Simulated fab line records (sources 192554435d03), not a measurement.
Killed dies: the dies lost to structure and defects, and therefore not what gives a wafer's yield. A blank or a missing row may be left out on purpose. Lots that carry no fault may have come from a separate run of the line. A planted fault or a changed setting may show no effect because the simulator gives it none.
Which tool did it? | flow n5_finfet | 11 lots with 33 wafers sampled at 2 steps, on a route of 1938 steps

## WHAT EACH GAUGE READ, for each wafer
N5_BEOL_M12_OVL_MEAS_29.
lot  | measured     | on         | M12_OVL (nm)
L074 | day 10 13:09 | overlay-01 | 4 7 7
L076 | day 11 03:24 | overlay-02 | 3 -4 -8
L078 | day 11 13:48 | overlay-01 | 5 -3 3
L082 | day 12 10:44 | overlay-02 | 1 1 -9
L084 | day 13 06:05 | overlay-02 | -3 17 6
L087 | day 13 22:16 | overlay-01 | 0 -2 14
L088 | day 14 14:40 | overlay-02 | 7 3 -2
L091 | day 14 17:21 | overlay-02 | -1 0 -2
L093 | day 14 23:51 | overlay-01 | 2 7 21
L094 | day 15 04:09 | overlay-02 | -4 2 2
L096 | day 16 07:08 | overlay-01 | 8 -4 2

## WHICH TOOL RAN EACH LOT (tool, then ch and the chambers of the sampled wafers, then the start)
lot  | N5_BEOL_M12_DESCUM_15
L074 | rie_diel-03 ch 0,1,3, day 10 12:11
L076 | rie_diel-03 ch 0,1,2, day 11 02:25
L078 | rie_diel-05 ch 1,2, day 11 12:55
L082 | rie_diel-03 ch 0,1,2, day 12 09:49
L084 | rie_diel-04 ch 1,2,3, day 13 05:07
L087 | rie_diel-04 ch 2,3, day 13 21:23
L088 | rie_diel-03 ch 0,2,3, day 14 13:49
L091 | rie_diel-04 ch 1,2, day 14 16:22
L093 | rie_diel-04 ch 0,2,3, day 14 22:52
L094 | rie_diel-05 ch 0,3, day 15 03:11
L096 | rie_diel-03 ch 0,1,3, day 16 06:07
- N5_BEOL_M12_DESCUM_15: chemistry O2, time 7.9 s.

## THE ANSWER, worked out from the rows above alone
Rule: what is usual is taken from the lots themselves. Put in order of their means at a reading, lots are off if they are a third of the lots or fewer, leave a main group of 4 or more, and stand apart from it by a gap of 3 or more times the standard deviation of the main group's means; of several such gaps the widest counts. A main group is skipped when, at the precision printed for the reading in the tables above, its means are all equal. A lot without any number at a reading at which 4 lots or more have one is off too. Any other lot the step has rows for is counted as sound.
Nothing can be told from this: no lot is off at any reading shown.

## WHAT THE SIMULATOR HAD PUT IN
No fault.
